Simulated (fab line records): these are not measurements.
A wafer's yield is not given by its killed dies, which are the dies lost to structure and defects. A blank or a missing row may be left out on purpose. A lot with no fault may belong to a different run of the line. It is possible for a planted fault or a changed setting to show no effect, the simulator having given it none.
fab line records | flow nand_harc | part 1 of 2: steps 1 to 21 of 27
[record] lots = 5 | wafers = 15 | last_day = 30
route steps=1302 shown A_ONON_D2@567 A_CHANNEL_HOLE_D2@570
lots untouched by any fault: they come from a run of this same line in which no faults occurred
start_h: the number of hours between the record's first day and the start of the first shown wafer of the lot | wait_h: hours elapsed since this lot's preceding step | " same as the row above | L1.1+2: a row that stands for several wafers | - no value, or no start was given | * or withheld: withheld | < > ~ a bound
route shown NAME@n: NAME is a module with steps in the file, n the number in the route of the first one | usual: mean and standard deviation over wafers with no fault | same: alike in all rows | chamber/n: place in a boat | sites: the reading at each site | _std_site: their standard deviation | _edge_site: mean of outer sites minus mean of inner sites | radius_mm: how far each site lies from the wafer's centre | mask NAME#n: copy n | behind: the tool/chamber that last shaped the wafer | hold: why the lot was held/for how many hours/how that ended | device: names the non-switching transistor (n, p or np) | end of line: the route-end tests of the same wafers | a step without rows: its recipe alone | killed: the dies lost at the first sort to structure and to defects; this is not the yield of the wafer | map: a wafer's dies, x killed, . not, _ none there
set.NAME: the setting the step ran with; set.NAME@STEP: the setting that earlier step ran with | model.NAME: the simulator's own value behind a step, which no gauge read
certain route steps with their lots: each step a table, each wafer a row
services: when a tool's chamber went out of use (start_h, in hours from the record's first day, below 0 if earlier), for how many hours, and the reason
[[steps]]
[step NHARC_A_ONON_D2_THK_MEAS_34]
[recipe] thk_meas_gauge = ellipsometry
[usual] thk_nm = 200.8/2.9
lot.wafer | tool          | chamber | start_h | wait_h | thk_nm
L075.1    | film_metro-02 | -       | 307.13  | -      | 198.3
L075.2    | "             | -       | "       | "      | 202.9
L075.5    | "             | -       | "       | "      | 201.9
L080.4    | film_metro-02 | -       | 334.45  | -      | 200.3
L080.5    | "             | -       | "       | "      | 201.1
L080.6    | "             | -       | "       | "      | 201.8
L085.1    | film_metro-02 | -       | 391.27  | -      | 200.6
L085.3    | "             | -       | "       | "      | 198.0
L085.4    | "             | -       | "       | "      | 199.7
L087.1    | film_metro-01 | -       | 416.73  | -      | 193.0
L087.2    | "             | -       | "       | "      | 196.6
L087.4    | "             | -       | "       | "      | 202.2
L091.3    | film_metro-02 | -       | 448.77  | -      | 199.0
L091.5    | "             | -       | "       | "      | 201.4
L091.6    | "             | -       | "       | "      | 201.8
[step NHARC_A_ONON_D2_INSPECT_32]
[usual] raw_defect_count = 411/160
lot.wafer | tool              | chamber | start_h | wait_h | raw_defect_count
L075.1    | defect_inspect-02 | -       | 307.19  | 0.0    | 501
L075.2    | "                 | -       | "       | "      | 598
L075.5    | "                 | -       | "       | "      | 361
L080.4    | defect_inspect-02 | -       | 334.51  | 0.0    | 271
L080.5    | "                 | -       | "       | "      | 375
L080.6    | "                 | -       | "       | "      | 231
L085.1    | defect_inspect-01 | -       | 391.33  | 0.0    | 311
L085.3    | "                 | -       | "       | "      | 312
L085.4    | "                 | -       | "       | "      | 856
L087.1    | defect_inspect-02 | -       | 416.81  | 0.0    | 295
L087.2    | "                 | -       | "       | "      | 243
L087.4    | "                 | -       | "       | "      | 376
L091.3    | defect_inspect-02 | -       | 448.85  | 0.0    | 546
L091.5    | "                 | -       | "       | "      | 375
L091.6    | "                 | -       | "       | "      | 302
[step NHARC_A_CHANNEL_HOLE_D2_DEP_00]
[recipe] target_thk_a = 31000 | temp_c = 400 | material = aC
[usual] throttle_valve_pct = 35.000/0.0092
lot.wafer | tool       | chamber | start_h | wait_h | throttle_valve_pct
L075.1    | acl_dep-01 | 0       | 309.27  | 2.1    | 34.985
L075.2    | "          | 0       | "       | "      | 34.995
L075.5    | "          | 0       | "       | "      | 34.998
L080.4    | acl_dep-01 | 0       | 336.29  | 1.8    | 34.997
L080.5    | "          | 0       | "       | "      | 34.994
L080.6    | "          | 0       | "       | "      | 34.998
L085.1    | acl_dep-01 | 0       | 393.09  | 1.8    | 35.007
L085.3    | "          | 0       | "       | "      | 34.991
L085.4    | "          | 0       | "       | "      | 34.990
L087.1    | acl_dep-01 | 0       | 420.70  | 3.9    | 35.001
L087.2    | "          | 0       | "       | "      | 35.002
L087.4    | "          | 0       | "       | "      | 35.010
L091.3    | acl_dep-01 | 0       | 449.71  | 0.9    | 35.008
L091.5    | "          | 0       | "       | "      | 35.003
L091.6    | "          | 0       | "       | "      | 34.997
[step NHARC_A_CHANNEL_HOLE_D2_DEP_01]
[recipe] target_thk_a = 1400 | target_thk_nm = 140 | temp_c = 400 | pressure_torr = 3.5 | flow_sccm = 200 | rf_w = 350 | material = SiON
[usual] chamber_pressure_Torr = 3.501/0.0081 | heater_power_w = 748/67
lot.wafer | tool     | chamber | start_h | wait_h | chamber_pressure_Torr | heater_power_w
L075.2    | pecvd-02 | 2       | 311.25  | 1.3    | 3.500                 | 697
L075.1    | "        | 0       | "       | "      | 3.502                 | 786
L075.5    | "        | 0       | "       | "      | 3.490                 | 781
L080.4    | pecvd-02 | 0       | 337.35  | 0.7    | 3.505                 | 819
L080.6    | "        | 1       | "       | "      | 3.510                 | 723
L080.5    | "        | 2       | "       | "      | 3.497                 | 708
L085.1    | pecvd-04 | 2       | 395.03  | 1.6    | 3.485                 | 735
L085.3    | "        | 0       | "       | "      | 3.503                 | 682
L085.4    | "        | 1       | "       | "      | 3.499                 | 843
L087.2    | pecvd-02 | 2       | 422.64  | 1.3    | 3.490                 | 704
L087.1    | "        | 0       | "       | "      | 3.499                 | 735
L087.4    | "        | 2       | "       | "      | 3.505                 | 699
L091.3    | pecvd-01 | 0       | 451.07  | 1.0    | 3.488                 | 608
L091.5    | "        | 2       | "       | "      | 3.491                 | 809
L091.6    | "        | 0       | "       | "      | 3.492                 | 613
[step NHARC_A_CHANNEL_HOLE_D2_DEHYDRATE_02]
[recipe] temp_c = 150 | time_s = 120
[usual] resist_line_temp_C = 23.02/0.088
lot.wafer | tool           | chamber | start_h | wait_h | resist_line_temp_C
L075.1    | litho_track-04 | 0       | 311.49  | 0.2    | 22.97
L075.2    | "              | 0       | "       | "      | 22.80
L075.5    | "              | 0       | "       | "      | 23.02
L080.4    | litho_track-01 | 0       | 337.54  | 0.2    | 23.09
L080.5    | "              | 0       | "       | "      | 23.06
L080.6    | "              | 0       | "       | "      | 23.04
L085.1    | litho_track-06 | 0       | 395.30  | 0.2    | 23.19
L085.3    | "              | 0       | "       | "      | 23.07
L085.4    | "              | 0       | "       | "      | 22.98
L087.1    | litho_track-01 | 0       | 422.88  | 0.2    | 23.12
L087.2    | "              | 0       | "       | "      | 22.97
L087.4    | "              | 0       | "       | "      | 22.97
L091.3    | litho_track-06 | 0       | 451.32  | 0.2    | 23.01
L091.5    | "              | 0       | "       | "      | 23.05
L091.6    | "              | 0       | "       | "      | 23.10
[step NHARC_A_CHANNEL_HOLE_D2_HMDS_03]
[recipe] time_s = 30
[usual] resist_line_temp_C = 23.00/0.097
lot.wafer | tool           | chamber | start_h | wait_h | resist_line_temp_C
L075.1    | litho_track-04 | 0       | -       | -      | 23.03
L075.2    | "              | 0       | "       | "      | 23.10
L075.5    | "              | 0       | "       | "      | 22.91
L080.4    | litho_track-01 | 0       | -       | -      | 23.01
L080.5    | "              | 0       | "       | "      | 23.08
L080.6    | "              | 0       | "       | "      | 23.03
L085.1    | litho_track-06 | 0       | -       | -      | 23.01
L085.3    | "              | 0       | "       | "      | 23.00
L085.4    | "              | 0       | "       | "      | 22.96
L087.1    | litho_track-01 | 0       | -       | -      | 23.09
L087.2    | "              | 0       | "       | "      | 23.10
L087.4    | "              | 0       | "       | "      | 22.93
L091.3    | litho_track-06 | 0       | -       | -      | 22.86
L091.5    | "              | 0       | "       | "      | 22.93
L091.6    | "              | 0       | "       | "      | 23.09
[step NHARC_A_CHANNEL_HOLE_D2_COAT_36]
[recipe] temp_c = 260 | time_s = 75
[usual] resist_line_temp_C = 23.03/0.11
lot.wafer | tool           | chamber | start_h | wait_h | resist_line_temp_C
L075.1    | litho_track-04 | 0       | -       | -      | 22.92
L075.2    | "              | 0       | "       | "      | 23.05
L075.5    | "              | 0       | "       | "      | 23.07
L080.4    | litho_track-01 | 0       | -       | -      | 23.17
L080.5    | "              | 0       | "       | "      | 22.89
L080.6    | "              | 0       | "       | "      | 23.08
L085.1    | litho_track-06 | 0       | -       | -      | 23.06
L085.3    | "              | 0       | "       | "      | 23.09
L085.4    | "              | 0       | "       | "      | 22.93
L087.1    | litho_track-01 | 0       | -       | -      | 23.13
L087.2    | "              | 0       | "       | "      | 23.04
L087.4    | "              | 0       | "       | "      | 22.90
L091.3    | litho_track-06 | 0       | -       | -      | 22.99
L091.5    | "              | 0       | "       | "      | 23.12
L091.6    | "              | 0       | "       | "      | 23.06
[step NHARC_A_CHANNEL_HOLE_D2_COAT_37]
[recipe] temp_c = 225 | time_s = 65
[usual] resist_line_temp_C = 22.98/0.13
lot.wafer | tool           | chamber | start_h | wait_h | resist_line_temp_C
L075.1    | litho_track-04 | 0       | -       | -      | 23.03
L075.2    | "              | 0       | "       | "      | 23.01
L075.5    | "              | 0       | "       | "      | 22.94
L080.4    | litho_track-01 | 0       | -       | -      | 23.04
L080.5    | "              | 0       | "       | "      | 22.92
L080.6    | "              | 0       | "       | "      | 22.81
L085.1    | litho_track-06 | 0       | -       | -      | 22.97
L085.3    | "              | 0       | "       | "      | 23.00
L085.4    | "              | 0       | "       | "      | 23.06
L087.1    | litho_track-01 | 0       | -       | -      | 23.07
L087.2    | "              | 0       | "       | "      | 23.15
L087.4    | "              | 0       | "       | "      | 23.02
L091.3    | litho_track-06 | 0       | -       | -      | 22.96
L091.5    | "              | 0       | "       | "      | 23.01
L091.6    | "              | 0       | "       | "      | 23.00
[step NHARC_A_CHANNEL_HOLE_D2_COAT_04]
[recipe] spin_rpm = 1500 | resist_thk_nm = 90
[usual] resist_line_temp_C = 23.00/0.1
lot.wafer | tool           | chamber | start_h | wait_h | resist_line_temp_C
L075.1    | litho_track-04 | 0       | -       | -      | 23.07
L075.2    | "              | 0       | "       | "      | 23.11
L075.5    | "              | 0       | "       | "      | 22.99
L080.4    | litho_track-01 | 0       | -       | -      | 22.96
L080.5    | "              | 0       | "       | "      | 22.92
L080.6    | "              | 0       | "       | "      | 22.96
L085.1    | litho_track-06 | 0       | -       | -      | 23.08
L085.3    | "              | 0       | "       | "      | 23.03
L085.4    | "              | 0       | "       | "      | 22.96
L087.1    | litho_track-01 | 0       | -       | -      | 22.95
L087.2    | "              | 0       | "       | "      | 23.06
L087.4    | "              | 0       | "       | "      | 22.89
L091.3    | litho_track-06 | 0       | -       | -      | 23.00
L091.5    | "              | 0       | "       | "      | 22.98
L091.6    | "              | 0       | "       | "      | 23.11
[step NHARC_A_CHANNEL_HOLE_D2_SOFTBAKE_05]
[recipe] temp_c = 105 | time_s = 55
[usual] resist_line_temp_C = 22.99/0.1
lot.wafer | tool           | chamber | start_h | wait_h | resist_line_temp_C
L075.1    | litho_track-04 | 0       | -       | -      | 23.03
L075.2    | "              | 0       | "       | "      | 22.93
L075.5    | "              | 0       | "       | "      | 22.95
L080.4    | litho_track-01 | 0       | -       | -      | 23.03
L080.5    | "              | 0       | "       | "      | 23.26
L080.6    | "              | 0       | "       | "      | 23.03
L085.1    | litho_track-06 | 0       | -       | -      | 22.96
L085.3    | "              | 0       | "       | "      | 22.89
L085.4    | "              | 0       | "       | "      | 23.11
L087.1    | litho_track-01 | 0       | -       | -      | 22.92
L087.2    | "              | 0       | "       | "      | 23.09
L087.4    | "              | 0       | "       | "      | 22.93
L091.3    | litho_track-06 | 0       | -       | -      | 22.86
L091.5    | "              | 0       | "       | "      | 22.78
L091.6    | "              | 0       | "       | "      | 22.94
[step NHARC_A_CHANNEL_HOLE_D2_EBR_06]
[usual] resist_line_temp_C = 22.99/0.11
lot.wafer | tool           | chamber | start_h | wait_h | resist_line_temp_C
L075.1    | litho_track-04 | 0       | -       | -      | 23.11
L075.2    | "              | 0       | "       | "      | 23.21
L075.5    | "              | 0       | "       | "      | 22.92
L080.4    | litho_track-01 | 0       | -       | -      | 23.11
L080.5    | "              | 0       | "       | "      | 23.06
L080.6    | "              | 0       | "       | "      | 23.01
L085.1    | litho_track-06 | 0       | -       | -      | 23.10
L085.3    | "              | 0       | "       | "      | 22.86
L085.4    | "              | 0       | "       | "      | 23.04
L087.1    | litho_track-01 | 0       | -       | -      | 23.00
L087.2    | "              | 0       | "       | "      | 23.05
L087.4    | "              | 0       | "       | "      | 23.10
L091.3    | litho_track-06 | 0       | -       | -      | 22.94
L091.5    | "              | 0       | "       | "      | 22.97
L091.6    | "              | 0       | "       | "      | 22.87
[step NHARC_A_CHANNEL_HOLE_D2_EXPOSE_07]
[recipe] na = 1.35 | target_cd_nm = 100 | sigma_outer = 0.3 | dose_mj = 59.65 | mask_id = HOLE_D2
lot.wafer  | tool            | chamber | start_h | wait_h | mask
L075.1+2+5 | arfi_scanner-03 | 0       | 311.80  | -      | HOLE_D2#0
L080.4+5+6 | arfi_scanner-02 | 0       | 337.73  | -      | HOLE_D2#0
L085.1+3+4 | arfi_scanner-01 | 0       | 395.90  | -      | HOLE_D2#0
L087.1+2+4 | arfi_scanner-01 | 0       | 423.19  | -      | HOLE_D2#0
L091.3+5+6 | arfi_scanner-02 | 0       | 451.64  | -      | HOLE_D2#0
[step NHARC_A_CHANNEL_HOLE_D2_PEB_08]
[recipe] peb_temp_c = 100 | peb_time_s = 65
[usual] resist_line_temp_C = 23.03/0.11
[same] peb_time_s = 65
lot.wafer | tool           | chamber | start_h | wait_h | resist_line_temp_C
L075.1    | litho_track-06 | 0       | 311.86  | 0.1    | 22.89
L075.2    | "              | 0       | "       | "      | 23.03
L075.5    | "              | 0       | "       | "      | 23.14
L080.4    | litho_track-06 | 0       | 337.78  | 0.0    | 23.16
L080.5    | "              | 0       | "       | "      | 23.13
L080.6    | "              | 0       | "       | "      | 23.09
L085.1    | litho_track-06 | 0       | 395.96  | 0.1    | 22.94
L085.3    | "              | 0       | "       | "      | 23.16
L085.4    | "              | 0       | "       | "      | 23.03
L087.1    | litho_track-04 | 0       | 423.25  | 0.1    | 23.12
L087.2    | "              | 0       | "       | "      | 23.06
L087.4    | "              | 0       | "       | "      | 23.15
L091.3    | litho_track-01 | 0       | 451.70  | 0.0    | 23.03
L091.5    | "              | 0       | "       | "      | 22.82
L091.6    | "              | 0       | "       | "      | 22.90
[step NHARC_A_CHANNEL_HOLE_D2_DEVELOP_09]
[recipe] develop_time_s = 35 | dev_temp_c = 23
[usual] resist_line_temp_C = 23.01/0.097
[same] develop_time_s = 35
lot.wafer | tool           | chamber | start_h | wait_h | resist_line_temp_C
L075.1    | litho_track-06 | 0       | -       | -      | 23.20
L075.2    | "              | 0       | "       | "      | 22.94
L075.5    | "              | 0       | "       | "      | 23.23
L080.4    | litho_track-06 | 0       | -       | -      | 22.99
L080.5    | "              | 0       | "       | "      | 23.02
L080.6    | "              | 0       | "       | "      | 23.09
L085.1    | litho_track-06 | 0       | -       | -      | 22.93
L085.3    | "              | 0       | "       | "      | 23.10
L085.4    | "              | 0       | "       | "      | 22.94
L087.1    | litho_track-04 | 0       | -       | -      | 23.13
L087.2    | "              | 0       | "       | "      | 23.12
L087.4    | "              | 0       | "       | "      | 23.24
L091.3    | litho_track-01 | 0       | -       | -      | 22.98
L091.5    | "              | 0       | "       | "      | 23.01
L091.6    | "              | 0       | "       | "      | 22.94
[step NHARC_A_CHANNEL_HOLE_D2_CD_MEAS_10]
[recipe] target_cd_nm = 100 | landing_energy_ev = 500
[usual] cd_nm = 99.8/0.46
lot.wafer | tool      | chamber | start_h | wait_h | cd_nm
L075.1    | cd_sem-03 | 0       | 311.94  | -      | 100.5
L075.2    | "         | 0       | "       | "      | 101.0
L075.5    | "         | 0       | "       | "      | 100.4
L080.4    | cd_sem-02 | 0       | 337.87  | -      | 99.4
L080.5    | "         | 0       | "       | "      | 99.5
L080.6    | "         | 0       | "       | "      | 99.4
L085.1    | cd_sem-03 | 0       | 396.04  | -      | 99.8
L085.3    | "         | 0       | "       | "      | 99.9
L085.4    | "         | 0       | "       | "      | 100.3
L087.1    | cd_sem-03 | 0       | 423.33  | -      | 99.8
L087.2    | "         | 0       | "       | "      | 100.0
L087.4    | "         | 0       | "       | "      | 100.0
L091.3    | cd_sem-03 | 0       | 451.78  | -      | 100.0
L091.5    | "         | 0       | "       | "      | 99.8
L091.6    | "         | 0       | "       | "      | 100.6
[step NHARC_A_CHANNEL_HOLE_D2_OVL_MEAS_11]
[usual] overlay_x_nm = -0.1/0.79 | overlay_y_nm = 0.2/0.77
lot.wafer | tool       | chamber | start_h | wait_h | overlay_x_nm | overlay_y_nm
L075.1    | overlay-02 | -       | 312.03  | -      | 0.2          | 0.4
L075.2    | "          | -       | "       | "      | 0.3          | 0.5
L075.5    | "          | -       | "       | "      | -0.3         | 0.6
L080.4    | overlay-02 | -       | 337.95  | -      | 0.7          | 1.2
L080.5    | "          | -       | "       | "      | 0.2          | 1.2
L080.6    | "          | -       | "       | "      | 1.0          | 1.5
L085.1    | overlay-01 | -       | 396.13  | -      | -0.2         | -1.0
L085.3    | "          | -       | "       | "      | -0.2         | -1.6
L085.4    | "          | -       | "       | "      | -0.1         | -1.4
L087.1    | overlay-02 | -       | 423.42  | -      | -0.3         | -0.7
L087.2    | "          | -       | "       | "      | -0.1         | 0.2
L087.4    | "          | -       | "       | "      | -0.9         | -0.5
L091.3    | overlay-01 | -       | 451.86  | -      | -1.0         | -0.7
L091.5    | "          | -       | "       | "      | 0.0          | -0.5
L091.6    | "          | -       | "       | "      | -0.2         | -0.4
[step NHARC_A_CHANNEL_HOLE_D2_INSPECT_12]
[usual] raw_defect_count = 31/21
lot.wafer | tool              | chamber | start_h | wait_h | raw_defect_count
L075.1    | defect_inspect-01 | -       | 312.06  | 0.0    | 48
L075.2    | "                 | -       | "       | "      | 56
L075.5    | "                 | -       | "       | "      | 49
L080.4    | defect_inspect-02 | -       | 337.99  | 0.0    | 8
L080.5    | "                 | -       | "       | "      | 15
L080.6    | "                 | -       | "       | "      | 5
L085.1    | defect_inspect-01 | -       | 396.16  | 0.0    | 55
L085.3    | "                 | -       | "       | "      | 59
L085.4    | "                 | -       | "       | "      | 57
L087.1    | defect_inspect-02 | -       | 423.45  | 0.0    | 14
L087.2    | "                 | -       | "       | "      | 12
L087.4    | "                 | -       | "       | "      | 23
L091.3    | defect_inspect-01 | -       | 451.90  | 0.0    | 52
L091.5    | "                 | -       | "       | "      | 51
L091.6    | "                 | -       | "       | "      | 46
[step NHARC_A_CHANNEL_HOLE_D2_DESCUM_15]
[recipe] time_s = 3 | o2_flow_sccm = 200 | ar_flow_sccm = 0 | bias_power_w = 0 | chemistry = O2
[usual] drypump_motor_current_A = 5.9/0.41 | oes_product_au = 1.002/0.011 | rf_vpp_V = 57.9/0.86 | showerhead_plenum_p_Torr = 1.93/0.074 | throttle_valve_pct = 11.310/0.0089
lot.wafer | tool        | chamber | start_h | wait_h | drypump_motor_current_A | oes_product_au | rf_hours_counter_h | rf_vpp_V | showerhead_plenum_p_Torr | throttle_valve_pct
L075.2    | rie_diel-11 | 1       | 312.13  | 0.1    | 5.9                     | 1.012          | 2.8                | 59.5     | 1.99                     | 11.320
L075.1    | "           | 2       | "       | "      | 5.9                     | 1.009          | 2.6                | 59.8     | 2.06                     | 11.316
L075.5    | "           | 1       | "       | "      | 5.9                     | 1.011          | -                  | 58.3     | 1.99                     | 11.304
L080.4    | rie_diel-02 | 0       | 338.06  | 0.1    | 5.5                     | 0.995          | 7.0                | 59.2     | 2.02                     | 11.312
L080.6    | "           | 2       | "       | "      | 5.4                     | 0.992          | -                  | 57.9     | 1.97                     | 11.311
L080.5    | "           | 3       | "       | "      | 5.1                     | 0.993          | -                  | 57.0     | 2.00                     | 11.320
L085.1    | rie_diel-04 | 0       | 396.22  | 0.1    | 5.8                     | 0.989          | 1.6                | 58.2     | 1.92                     | 11.300
L085.4    | "           | 2       | "       | "      | 5.7                     | 1.016          | 1.0                | 57.9     | 1.80                     | 11.309
L085.3    | "           | 3       | "       | "      | 5.4                     | 1.016          | 1.3                | 59.2     | 1.93                     | 11.320
L087.2    | rie_diel-04 | 1       | 423.52  | 0.1    | 6.2                     | 0.981          | 4.3                | 57.9     | 1.85                     | 11.313
L087.1    | "           | 3       | "       | "      | 5.4                     | 1.009          | 3.9                | 57.4     | 1.93                     | 11.305
L087.4    | "           | 0       | "       | "      | 5.8                     | 0.991          | 4.6                | 57.5     | 1.91                     | 11.320
L091.3    | rie_diel-11 | 3       | 451.97  | 0.1    | 5.8                     | 1.002          | 0.7                | 57.5     | 1.92                     | 11.316
L091.6    | "           | 3       | "       | "      | 5.8                     | 0.994          | -                  | 58.7     | 1.92                     | 11.299
L091.5    | "           | 0       | "       | "      | 6.8                     | 1.011          | -                  | 58.1     | 1.99                     | 11.316
[step NHARC_A_CHANNEL_HOLE_D2_ETCH_38]
[recipe] target_depth_a = 390 | over_etch_frac = 0.3 | time_s = 65 | ion_energy_ev = 80 | cf4_flow_sccm = 150 | ar_flow_sccm = 0 | rf_w = 300 | bias_w = 100 | chemistry = CF4
[usual] cf4_flow_sccm = 150.0/0.43 | drypump_motor_current_A = 5.9/0.43 | oes_product_au = 1.002/0.012 | rf_vpp_V = 151.5/1.1 | showerhead_plenum_p_Torr = 1.78/0.064 | throttle_valve_pct = 13.283/0.0093
lot.wafer | tool        | chamber | start_h | wait_h | cf4_flow_sccm | drypump_motor_current_A | oes_product_au | rf_hours_counter_h | rf_vpp_V | showerhead_plenum_p_Torr | throttle_valve_pct
L075.2    | rie_diel-11 | 2       | 312.21  | 0.1    | 149.6         | 5.9                     | 1.030          | 2.6                | 152.8    | 1.89                     | 13.287
L075.1    | "           | 0       | "       | "      | 149.8         | 6.8                     | 1.006          | 2.7                | 151.8    | 1.84                     | 13.282
L075.5    | "           | 2       | "       | "      | 149.6         | 5.9                     | 1.021          | -                  | 152.3    | 1.89                     | 13.270
L080.4    | rie_diel-02 | 1       | 338.13  | 0.1    | 150.0         | 6.4                     | 1.003          | 5.6                | 150.1    | 1.75                     | 13.280
L080.5    | "           | 1       | "       | "      | 149.9         | 6.3                     | 0.997          | -                  | 151.0    | 1.75                     | 13.291
L080.6    | "           | 2       | "       | "      | 150.1         | 5.4                     | 0.990          | -                  | 151.1    | 1.82                     | 13.279
L085.4    | rie_diel-04 | 1       | 396.42  | 0.2    | 149.9         | 6.2                     | 0.977          | 1.3                | 151.4    | 1.72                     | 13.288
L085.3    | "           | 3       | "       | "      | 150.7         | 5.3                     | 1.004          | 1.4                | 151.7    | 1.79                     | 13.286
L085.1    | "           | 0       | "       | "      | 150.3         | 5.8                     | 1.001          | 1.8                | 152.5    | 1.77                     | 13.273
L087.1    | rie_diel-04 | 3       | 423.60  | 0.1    | 150.5         | 5.3                     | 0.998          | 3.9                | 151.4    | 1.79                     | 13.280
L087.4    | "           | 0       | "       | "      | 150.2         | 5.8                     | 0.998          | 4.6                | 150.7    | 1.77                     | 13.284
L087.2    | "           | 1       | "       | "      | 150.1         | 6.2                     | 0.991          | 4.3                | 150.3    | 1.72                     | 13.286
L091.3    | rie_diel-11 | 2       | 452.07  | 0.1    | 149.8         | 5.9                     | 0.992          | 0.7                | 153.0    | 1.89                     | 13.302
L091.5    | "           | 0       | "       | "      | 150.7         | 6.8                     | 1.006          | -                  | 152.1    | 1.83                     | 13.263
L091.6    | "           | 2       | "       | "      | 150.0         | 5.9                     | 0.991          | -                  | 153.5    | 1.89                     | 13.286
[step NHARC_A_CHANNEL_HOLE_D2_ETCH_39]
[recipe] target_depth_a = 2600 | over_etch_frac = 0.3 | time_s = 325 | ion_energy_ev = 200 | n2_flow_sccm = 150 | h2_flow_sccm = 150 | ar_flow_sccm = 0 | rf_w = 400 | bias_w = 150 | chemistry = N2/H2
[usual] drypump_motor_current_A = 5.9/0.43 | oes_product_au = 1.003/0.0099 | rf_vpp_V = 431.1/2.3 | showerhead_plenum_p_Torr = 2.06/0.078 | throttle_valve_pct = 14.170/0.0096
lot.wafer | tool        | chamber | start_h | wait_h | drypump_motor_current_A | oes_product_au | rf_hours_counter_h | rf_vpp_V | showerhead_plenum_p_Torr | throttle_valve_pct
L075.2    | rie_diel-11 | 2       | -       | -      | 5.9                     | 1.019          | 2.7                | 434.8    | 2.20                     | 14.178
L075.1    | "           | 3       | "       | "      | 5.8                     | 0.988          | 2.6                | 430.1    | 2.05                     | 14.168
L075.5    | "           | 3       | "       | "      | 5.8                     | 0.984          | -                  | 431.4    | 2.05                     | 14.159
L080.4    | rie_diel-02 | 3       | -       | -      | 5.1                     | 0.996          | 6.4                | 431.4    | 2.13                     | 14.147
L080.5    | "           | 0       | "       | "      | 5.5                     | 1.003          | -                  | 434.0    | 2.16                     | 14.179
L080.6    | "           | 1       | "       | "      | 6.3                     | 0.999          | -                  | 429.6    | 2.02                     | 14.167
L085.1    | rie_diel-04 | 0       | -       | -      | 5.8                     | 0.993          | 1.8                | 429.5    | 2.04                     | 14.184
L085.4    | "           | 1       | "       | "      | 6.2                     | 0.976          | 1.4                | 428.2    | 1.97                     | 14.177
L085.3    | "           | 2       | "       | "      | 5.7                     | 1.006          | 1.2                | 426.3    | 1.91                     | 14.170
L087.1    | rie_diel-04 | 2       | -       | -      | 5.7                     | 1.008          | 3.8                | 426.8    | 1.91                     | 14.169
L087.2    | "           | 3       | "       | "      | 5.4                     | 1.000          | 3.9                | 430.4    | 2.06                     | 14.167
L087.4    | "           | 1       | "       | "      | 6.2                     | 0.988          | 4.3                | 429.1    | 1.97                     | 14.168
L091.3    | rie_diel-11 | 2       | -       | -      | 5.9                     | 0.993          | 0.8                | 433.2    | 2.20                     | 14.161
L091.5    | "           | 2       | "       | "      | 5.9                     | 0.989          | -                  | 434.7    | 2.20                     | 14.171
L091.6    | "           | 3       | "       | "      | 5.8                     | 1.000          | -                  | 429.6    | 2.05                     | 14.172
[step NHARC_A_CHANNEL_HOLE_D2_ETCH_34]
[recipe] target_depth_a = 1540 | time_s = 77 | cf4_flow_sccm = 100 | chf3_flow_sccm = 30 | ar_flow_sccm = 0 | rf_w = 500 | bias_w = 200 | chemistry = CF4/CHF3
[usual] cf4_flow_sccm = 100.00/0.28 | drypump_motor_current_A = 5.9/0.42 | oes_product_au = 0.959/0.018 | rf_vpp_V = 371.1/2.1 | showerhead_plenum_p_Torr = 1.59/0.057 | throttle_valve_pct = 16.803/0.0084
lot.wafer | tool        | chamber | start_h | wait_h | cf4_flow_sccm | drypump_motor_current_A | oes_product_au | rf_hours_counter_h | rf_vpp_V | showerhead_plenum_p_Torr | throttle_valve_pct
L075.1    | rie_diel-11 | 1       | -       | -      | 99.74         | 5.9                     | 0.978          | 2.9                | 371.3    | 1.63                     | 16.815
L075.2    | "           | 0       | "       | "      | 99.97         | 6.8                     | 0.991          | 2.8                | 372.8    | 1.63                     | 16.807
L075.5    | "           | 1       | "       | "      | 99.97         | 5.9                     | 0.978          | -                  | 371.1    | 1.63                     | 16.801
L080.4    | rie_diel-02 | 3       | -       | -      | 100.15        | 5.2                     | 0.956          | 6.5                | 373.9    | 1.64                     | 16.815
L080.5    | "           | 3       | "       | "      | 99.95         | 5.2                     | 0.973          | -                  | 373.3    | 1.64                     | 16.805
L080.6    | "           | 0       | "       | "      | 99.37         | 5.5                     | 0.972          | -                  | 373.5    | 1.66                     | 16.789
L085.1    | rie_diel-04 | 3       | -       | -      | 99.58         | 5.3                     | 0.956          | 2.0                | 371.0    | 1.59                     | 16.803
L085.4    | "           | 0       | "       | "      | 99.88         | 5.8                     | 0.938          | 2.5                | 371.2    | 1.58                     | 16.808
L085.3    | "           | 1       | "       | "      | 100.14        | 6.2                     | 0.919          | 1.7                | 369.6    | 1.53                     | 16.807
L087.2    | rie_diel-04 | 0       | -       | -      | 99.85         | 5.8                     | 0.981          | 4.8                | 372.0    | 1.57                     | 16.801
L087.1    | "           | 2       | "       | "      | 99.63         | 5.7                     | 0.972          | 4.0                | 364.8    | 1.48                     | 16.807
L087.4    | "           | 3       | "       | "      | 100.36        | 5.4                     | 0.989          | 4.1                | 370.8    | 1.59                     | 16.805
L091.3    | rie_diel-11 | 0       | -       | -      | 100.09        | 6.8                     | 0.979          | 0.9                | 372.4    | 1.63                     | 16.809
L091.5    | "           | 3       | "       | "      | 100.23        | 5.8                     | 0.958          | -                  | 369.8    | 1.58                     | 16.791
L091.6    | "           | 0       | "       | "      | 99.52         | 6.8                     | 0.982          | -                  | 374.4    | 1.63                     | 16.797
